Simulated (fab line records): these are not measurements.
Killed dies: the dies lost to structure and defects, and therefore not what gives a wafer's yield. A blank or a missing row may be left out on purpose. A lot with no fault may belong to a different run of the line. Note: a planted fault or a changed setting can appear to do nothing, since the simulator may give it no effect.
fab line records + flow nandHarc
[record]
- lots = 13
- wafers = 39
- lastDay = 24
route steps=1159 shown P_M0@275 A_M1@1047 A_BONDPAD@1075 END@1159
lots that met no fault: taken from a fault-free run of the same line
startH: hours from the record's first day to the start of the lot's first wafer shown + waitH: how many hours have passed since the lot's step before this one + " unchanged from the row above + L1.1+2: one row covering several wafers at once + - no value, or no start given + * or withheld: withheld + < > ~ a bound
route shown NAME@n: NAME is a module with steps in the file, n the number in the route of the first one + usual: average and standard deviation across the fault-free wafers + same: alike in all rows + chamber/n: place in a boat + sites: the reading at each site + _std_site: how widely they spread, as a standard deviation + _edge_site: the outer-site mean with the inner-site mean subtracted + radiusMm: how far each site lies from the wafer's centre + mask NAME#n: copy n + behind: tool/chamber where the wafer was last shaped + hold: reason for holding the lot/hours on hold/outcome of the hold + device: which transistor (n, p or np) failed to switch + end of line: at the end of the route, the tests of the same wafers + a step with no rows: only its recipe + killed: the dies lost at the first sort to structure and to defects; this is not the yield of the wafer + map: per-die view of a wafer (x killed, . not killed, _ where there is no die)
set.NAME: the setting the step ran with; set.NAME@STEP: the setting that earlier step ran with + model.NAME: the simulator's own value behind a step, which no gauge read
the route's steps for a sample of lots (tables are steps, rows are wafers)
services: when a tool's chamber went out of use (startH, in hours from the record's first day, below 0 if earlier), for how many hours, and the reason
[[steps]]
[step NHARC_P_M0_PVD_21]
[recipe]
- targetThkA = 300
- chamberPressurePa = 5
- powerW = 5000
- substrateTempC = 30
- timeS = 20.49
- material = Cu
[usual]
- throttleValvePct = 29.8/1.2
| lot.wafer | tool          | chamber | startH | waitH | throttleValvePct |
|-----------|---------------|---------|--------|-------|------------------|
| L773.4    | pvdSputter-02 | -       | 111.87 | -     | 30.1             |
| L773.1    | "             | -       | "      | "     | 29.8             |
| L773.5    | "             | -       | "      | "     | 29.1             |
| L776.4    | pvdSputter-01 | -       | 136.10 | -     | 28.4             |
| L776.6    | "             | -       | "      | "     | 28.3             |
| L776.5    | "             | -       | "      | "     | 28.1             |
| L775.3    | pvdSputter-01 | -       | 136.75 | -     | 28.8             |
| L775.4    | "             | -       | "      | "     | 28.2             |
| L775.5    | "             | -       | "      | "     | 28.2             |
| L777.2    | pvdSputter-02 | -       | 139.80 | -     | 28.3             |
| L777.1    | "             | -       | "      | "     | 29.6             |
| L777.6    | "             | -       | "      | "     | 29.1             |
| L774.4    | pvdSputter-01 | -       | 140.05 | -     | 30.9             |
| L774.2    | "             | -       | "      | "     | 28.1             |
| L774.6    | "             | -       | "      | "     | 28.5             |
| L779.1    | pvdSputter-01 | -       | 157.59 | -     | 30.7             |
| L779.2    | "             | -       | "      | "     | 28.2             |
| L779.6    | "             | -       | "      | "     | 28.2             |
| L783.1    | pvdSputter-01 | -       | 193.64 | -     | 28.3             |
| L783.4    | "             | -       | "      | "     | 31.0             |
| L783.2    | "             | -       | "      | "     | 31.1             |
| L787.3    | pvdSputter-02 | -       | 207.63 | -     | 28.4             |
| L787.4    | "             | -       | "      | "     | 29.5             |
| L787.6    | "             | -       | "      | "     | 28.5             |
| L789.3    | pvdSputter-03 | -       | 212.91 | -     | 31.2             |
| L789.2    | "             | -       | "      | "     | 29.3             |
| L789.1    | "             | -       | "      | "     | 29.4             |
| L792.2    | pvdSputter-02 | -       | 225.97 | -     | 29.6             |
| L792.4    | "             | -       | "      | "     | 30.4             |
| L792.6    | "             | -       | "      | "     | 29.5             |
| L795.1    | pvdSputter-03 | -       | 243.38 | -     | 31.6             |
| L795.3    | "             | -       | "      | "     | 31.3             |
| L795.5    | "             | -       | "      | "     | 31.5             |
| L794.2    | pvdSputter-03 | -       | 243.94 | -     | 29.4             |
| L794.4    | "             | -       | "      | "     | 31.9             |
| L794.6    | "             | -       | "      | "     | 28.9             |
| L796.1    | pvdSputter-03 | -       | 266.99 | -     | 31.4             |
| L796.3    | "             | -       | "      | "     | 29.2             |
| L796.2    | "             | -       | "      | "     | 31.6             |
[step NHARC_A_M1_PRE_CLEAN_30]
[recipe]
- timeS = 30
- tempC = 280
- gas = H2/He
[usual]
- heaterPowerW = 432/55
| lot.wafer | tool          | chamber | startH | waitH | heaterPowerW |
|-----------|---------------|---------|--------|-------|--------------|
| L773.4    | pvdSputter-03 | -       | -      | -     | 518          |
| L773.1    | "             | -       | "      | "     | 402          |
| L773.5    | "             | -       | "      | "     | 438          |
| L775.3    | pvdSputter-03 | -       | -      | -     | 436          |
| L775.4    | "             | -       | "      | "     | 406          |
| L775.5    | "             | -       | "      | "     | 386          |
| L777.1    | pvdSputter-03 | -       | -      | -     | 402          |
| L777.2    | "             | -       | "      | "     | 384          |
| L777.6    | "             | -       | "      | "     | 496          |
| L774.2    | pvdSputter-03 | -       | -      | -     | 441          |
| L774.4    | "             | -       | "      | "     | 397          |
| L774.6    | "             | -       | "      | "     | 444          |
| L776.4    | pvdSputter-02 | -       | -      | -     | 438          |
| L776.6    | "             | -       | "      | "     | 563          |
| L776.5    | "             | -       | "      | "     | 441          |
| L779.1    | pvdSputter-01 | -       | -      | -     | 395          |
| L779.2    | "             | -       | "      | "     | 436          |
| L779.6    | "             | -       | "      | "     | 390          |
| L783.2    | pvdSputter-02 | -       | -      | -     | 360          |
| L783.1    | "             | -       | "      | "     | 575          |
| L783.4    | "             | -       | "      | "     | 434          |
| L792.4    | pvdSputter-01 | -       | -      | -     | 438          |
| L792.2    | "             | -       | "      | "     | 415          |
| L792.6    | "             | -       | "      | "     | 393          |
| L787.4    | pvdSputter-03 | -       | -      | -     | 413          |
| L787.3    | "             | -       | "      | "     | 368          |
| L787.6    | "             | -       | "      | "     | 499          |
| L789.1    | pvdSputter-02 | -       | -      | -     | 383          |
| L789.3    | "             | -       | "      | "     | 363          |
| L789.2    | "             | -       | "      | "     | 428          |
| L795.1    | pvdSputter-02 | -       | -      | -     | 566          |
| L795.3    | "             | -       | "      | "     | 430          |
| L795.5    | "             | -       | "      | "     | 433          |
| L794.4    | pvdSputter-02 | -       | -      | -     | 382          |
| L794.2    | "             | -       | "      | "     | 363          |
| L794.6    | "             | -       | "      | "     | 431          |
| L796.2    | pvdSputter-01 | -       | -      | -     | 410          |
| L796.3    | "             | -       | "      | "     | 389          |
| L796.1    | "             | -       | "      | "     | 392          |
[step NHARC_A_BONDPAD_DESCUM_11]
[recipe]
- timeS = 3
- o2FlowSccm = 200
- arFlowSccm = 0
- biasPowerW = 0
- chemistry = O2
[usual]
- drypumpMotorCurrentA = 5.57/0.29
- oesProductAu = 1.001/0.0077
- rfVppV = 57.9/0.82
- showerheadPlenumPTorr = 1.95/0.081
- throttleValvePct = 11.311/0.0092
| lot.wafer | tool       | chamber | startH | waitH | drypumpMotorCurrentA | oesProductAu | rfHoursCounterH | rfVppV | showerheadPlenumPTorr | throttleValvePct |
|-----------|------------|---------|--------|-------|----------------------|--------------|-----------------|--------|-----------------------|------------------|
| L773.4    | rieDiel-12 | 1       | 422.66 | -     | 6.24                 | 1.001        | 4               | 57.2   | 1.98                  | 11.329           |
| L773.1    | "          | 3       | "      | "     | 5.25                 | 0.999        | 5               | 57.2   | 2.00                  | 11.315           |
| L773.5    | "          | 1       | "      | "     | 6.22                 | 0.997        | -               | 57.1   | 1.98                  | 11.302           |
| L775.3    | rieDiel-03 | 2       | 431.99 | -     | 5.65                 | 1.004        | 1               | 57.7   | 2.02                  | 11.322           |
| L775.4    | "          | 3       | "      | "     | 5.74                 | 1.012        | 1               | 58.0   | 2.03                  | 11.309           |
| L775.5    | "          | 2       | "      | "     | 5.67                 | 1.003        | -               | 58.5   | 2.02                  | 11.317           |
| L777.1    | rieDiel-03 | 0       | 438.16 | -     | 5.61                 | 0.997        | 1               | 59.0   | 1.94                  | 11.319           |
| L777.2    | "          | 1       | "      | "     | 5.23                 | 0.987        | 1               | 57.6   | 1.82                  | 11.321           |
| L777.6    | "          | 0       | "      | "     | 5.63                 | 0.994        | -               | 58.8   | 1.94                  | 11.321           |
| L774.2    | rieDiel-03 | 1       | 441.52 | -     | 5.22                 | 0.993        | 1               | 56.7   | 1.82                  | 11.314           |
| L774.4    | "          | 3       | "      | "     | 5.73                 | 0.994        | 1               | 59.1   | 2.03                  | 11.312           |
| L774.6    | "          | 1       | "      | "     | 5.24                 | 0.991        | -               | 56.4   | 1.82                  | 11.309           |
| L776.4    | rieDiel-03 | 1       | 453.98 | -     | 5.23                 | 0.997        | 2               | 58.3   | 1.82                  | 11.310           |
| L776.6    | "          | 3       | "      | "     | 5.74                 | 1.002        | -               | 57.8   | 2.03                  | 11.300           |
| L776.5    | "          | 0       | "      | "     | 5.65                 | 0.994        | -               | 58.0   | 1.94                  | 11.321           |
| L779.1    | rieDiel-03 | 2       | 465.09 | -     | 5.64                 | 1.000        | 2               | 57.9   | 2.02                  | 11.309           |
| L779.2    | "          | 3       | "      | "     | 5.72                 | 1.003        | 2               | 58.0   | 2.03                  | 11.316           |
| L779.6    | "          | 1       | "      | "     | 5.24                 | 0.991        | -               | 57.2   | 1.82                  | 11.300           |
| L783.2    | rieDiel-12 | 0       | 469.68 | -     | 5.35                 | 1.002        | 13              | 56.8   | 1.89                  | 11.314           |
| L783.4    | "          | 1       | "      | "     | 6.26                 | 1.012        | 14              | 59.5   | 1.98                  | 11.298           |
| L783.1    | "          | 2       | "      | "     | 6.28                 | 1.013        | 15              | 57.6   | 2.04                  | 11.316           |
| L792.2    | rieDiel-03 | 2       | 513.93 | -     | 5.62                 | 1.010        | 5               | 58.6   | 2.02                  | 11.317           |
| L792.4    | "          | 3       | "      | "     | 5.74                 | 1.004        | 5               | 58.7   | 2.03                  | 11.310           |
| L792.6    | "          | 3       | "      | "     | 5.78                 | 0.997        | -               | 58.4   | 2.03                  | 11.309           |
| L787.4    | rieDiel-03 | 2       | 514.78 | -     | 5.64                 | 1.001        | 5               | 58.2   | 2.02                  | 11.301           |
| L787.3    | "          | 3       | "      | "     | 5.75                 | 1.006        | 5               | 57.4   | 2.03                  | 11.327           |
| L787.6    | "          | 3       | "      | "     | 5.70                 | 1.001        | -               | 57.3   | 2.03                  | 11.307           |
| L789.2    | rieDiel-03 | 1       | 518.41 | -     | 5.25                 | 1.000        | 5               | 57.7   | 1.82                  | 11.312           |
| L789.3    | "          | 2       | "      | "     | 5.63                 | 1.009        | 5               | 58.9   | 2.02                  | 11.314           |
| L789.1    | "          | 3       | "      | "     | 5.75                 | 0.999        | 5               | 59.1   | 2.03                  | 11.304           |
| L795.1    | rieDiel-03 | 1       | 526.27 | -     | 5.22                 | 0.996        | 5               | 59.4   | 1.82                  | 11.305           |
| L795.3    | "          | 3       | "      | "     | 5.76                 | 1.001        | 5               | 57.6   | 2.03                  | 11.321           |
| L795.5    | "          | 1       | "      | "     | 5.21                 | 0.998        | -               | 56.5   | 1.82                  | 11.303           |
| L794.2    | rieDiel-03 | 2       | 532.85 | -     | 5.64                 | 0.999        | 6               | 58.5   | 2.02                  | 11.316           |
| L794.4    | "          | 3       | "      | "     | 5.70                 | 1.008        | 6               | 59.0   | 2.03                  | 11.302           |
| L794.6    | "          | 0       | "      | "     | 5.64                 | 1.004        | -               | 57.7   | 1.94                  | 11.319           |
| L796.3    | rieDiel-03 | 0       | 548.33 | -     | 5.60                 | 0.993        | 6               | 57.1   | 1.94                  | 11.315           |
| L796.2    | "          | 1       | "      | "     | 5.23                 | 0.991        | 6               | 58.3   | 1.82                  | 11.325           |
| L796.1    | "          | 2       | "      | "     | 5.67                 | 1.013        | 6               | 58.6   | 2.02                  | 11.307           |
[step NHARC_END_SORT_01]
[recipe]
- tempC = 25
[usual]
- defectLimitedYield = 95.2/1.3
- killedAtArray = 29/9.4
- killedAtOther = 0.7/1.3
- killedAtPeriphery = 2.9/2.1
- killedDies = 32/9
- killedOpen = 3.3/1.8
- killedShort = 1.9/1.4
- sort_bin_2_pct = 1.4/0.53
- sort_bin_3_pct = 0.28/0.21
- sort_bin_4_pct = 3.1/0.91
- sortNPass = 645/9
- sortRimYieldPct = 97.4/1.7
- sortYieldPct = 95.2/1.3
[same]
- grossDies = 677
- sort_bin_5_pct[%] = 0
- sort_bin_6_pct[%] = 0
- sort_bin_7_pct[%] = 0
- sort_bin_8_pct[%] = 0
- sortRimNGross = 106.00
| lot.wafer | tool      | chamber | startH | waitH | defectLimitedYield[%] | killedAtArray | killedAtOther | killedAtPeriphery | killedDies | killedOpen | killedShort | sort_bin_2_pct[%] | sort_bin_3_pct[%] | sort_bin_4_pct[%] | sortNPass | sortRimYieldPct[%] | sortYieldPct[%] |
|-----------|-----------|---------|--------|-------|-----------------------|---------------|---------------|-------------------|------------|------------|-------------|-------------------|-------------------|-------------------|-----------|--------------------|-----------------|
| L779.1    | prober-02 | 0       | 503.22 | 2.5   | 80.8                  | 17            | 2             | 111               | 130        | 3          | 4           | 8.3               | 4.58              | 6.4               | 547       | 98.1               | 80.8            |
| L779.2    | prober-02 | 0       | 504.03 | 2.8   | 81.1                  | 21            | 0             | 107               | 128        | 6          | 4           | 7.4               | 4.43              | 7.1               | 549       | 95.3               | 81.1            |
| L779.6    | prober-02 | 0       | 507.27 | 4.0   | 86.4                  | 14            | 3             | 75                | 92         | 3          | 1           | 5.2               | 3.55              | 4.9               | 585       | 83.0               | 86.4            |
| L783.1    | prober-01 | 0       | 503.24 | 2.5   | 83.2                  | 35            | 0             | 79                | 114        | 4          | 3           | 6.9               | 3.40              | 6.5               | 563       | 83.0               | 83.2            |
| L783.2    | prober-01 | 0       | 504.04 | 2.8   | 80.5                  | 24            | 1             | 107               | 132        | 0          | 3           | 8.6               | 4.14              | 6.8               | 545       | 92.5               | 80.5            |
| L783.4    | prober-01 | 0       | 505.64 | 3.4   | 81.5                  | 21            | 0             | 104               | 125        | 2          | 0           | 8.4               | 4.73              | 5.3               | 552       | 87.7               | 81.5            |
// killed by level:class
L779.1 P_M0:unspecified=106 A_CHANNEL_HOLE_D1:chamberFilmFlake=4 A_CONTACT:chamberFilmFlake=3 A_CONTACT:geometricParticle:open=2 P_STI:chamberFilmFlake=2 P_CONTACT:chamberFilmFlake=2 A_ZERO_WELL:chamberFilmFlake=2 A_CHANNEL_FILL_D1:geometricParticle:open=1
L783.1 P_M0:unspecified=71 A_SGD_CUT:chamberFilmFlake=10 A_SLIT:chamberFilmFlake=9 A_CHANNEL_HOLE_D1:chamberFilmFlake=7 P_GATE:chamberFilmFlake=4 A_CONTACT:chamberFilmFlake=4 P_ZERO_WELL:chamberFilmFlake=2 P_GATE:geometricParticle:open=1
L779.2 P_M0:unspecified=101 A_CONTACT:chamberFilmFlake=6 A_CHANNEL_HOLE_D1:chamberFilmFlake=4 A_STAIRCASE:chamberFilmFlake=3 A_CHANNEL_FILL_D1:geometricParticle:open=2 A_CONTACT:geometricParticle:short=2 P_ZERO_WELL:chamberFilmFlake=2 P_STI:chamberFilmFlake=2
L783.2 P_M0:unspecified=98 A_SLIT:chamberFilmFlake=10 A_SGD_CUT:chamberFilmFlake=7 A_CHANNEL_HOLE_D1:chamberFilmFlake=4 P_ZERO_WELL:chamberFilmFlake=3 P_STI:chamberFilmFlake=3 P_GATE:chamberFilmFlake=2 P_M0:geometricParticle:short=1
L783.4 P_M0:unspecified=98 A_SLIT:chamberFilmFlake=9 P_ZERO_WELL:chamberFilmFlake=4 A_SGD_CUT:chamberFilmFlake=4 A_CHANNEL_HOLE_D1:chamberFilmFlake=4 A_SGD_CUT:geometricParticle:open=1 A_CONTACT:geometricParticle:open=1 P_GATE:chamberFilmFlake=1
L779.6 P_M0:unspecified=70 A_ZERO_WELL:chamberFilmFlake=4 P_STI:chamberFilmFlake=3 A_CONTACT:chamberFilmFlake=3 A_STAIRCASE:chamberFilmFlake=3 P_M1:chamberFilmFlake=2 THIN_TSV:chamberFilmFlake=2 A_WL_FILL:geometricParticle:short=1
[[services]]
| tool          | chamber | startH | hours | kind   |
|---------------|---------|--------|-------|--------|
| rieDiel-12    | 2       | 101.17 | 3.5   | repair |
| pvdSputter-03 | -       | 102.00 | 10.0  | pm     |
| rieDiel-12    | 0       | 112.39 | 14.9  | repair |
| rieDiel-03    | -       | 118.65 | 0.5   | repair |
| pvdSputter-01 | -       | 121.76 | 0.5   | repair |
| pvdSputter-01 | -       | 150.09 | 2.0   | repair |
| rieDiel-03    | 2       | 154.61 | 3.8   | repair |
| pvdSputter-01 | -       | 158.00 | 10.0  | pm     |
| rieDiel-03    | 3       | 161.90 | 2.7   | repair |
| pvdSputter-03 | -       | 164.64 | 4.3   | repair |
| rieDiel-12    | -       | 202.40 | 9.0   | pm     |
| pvdSputter-02 | -       | 214.02 | 10.0  | pm     |
| rieDiel-03    | -       | 215.30 | 9.0   | pm     |
| rieDiel-03    | 0       | 248.75 | 3.0   | repair |
| pvdSputter-03 | -       | 249.94 | 2.9   | repair |
| pvdSputter-03 | -       | 280.00 | 10.0  | pm     |
| pvdSputter-01 | -       | 336.06 | 10.0  | pm     |
| rieDiel-03    | -       | 345.47 | 0.4   | repair |
| pvdSputter-03 | -       | 376.11 | 16.5  | repair |
| pvdSputter-02 | -       | 392.02 | 10.0  | pm     |
| rieDiel-03    | -       | 392.30 | 9.0   | pm     |
| pvdSputter-03 | -       | 458.02 | 10.0  | pm     |
| pvdSputter-01 | -       | 514.06 | 10.0  | pm     |
| pvdSputter-03 | -       | 540.36 | 1.3   | repair |
[[key]]
[firstSign]
- step = NHARC_END_SORT_01
- reading = killedAtPeriphery
- direction = up
- sigmas = 45
- usual = 2.9
- struck = 97.2
[effect]
- step = NHARC_END_SORT_01
- reading = defectLimitedYield
- direction = down
- sigmas = 9.8
- usual = 95.2
- struck = 82.3
[moreKillsBornAt]
- NHARC_P_M0_PVD_21@pvdSputter-01 = 544
metAt NHARC_P_M0_PVD_21
struckLots L779,L783
notActingAt NHARC_A_M1_PRE_CLEAN_30,NHARC_A_BONDPAD_DESCUM_11
onsetBetween 140.05 157.59
[fault]
- kind = chamberParticleSource
- tool = pvdSputter-01
- chamber = -
- onsetH = 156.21
- steps = NHARC_P_M0_PVD_21
- ratePerVisitCm2 = 1.2453
- endH = 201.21
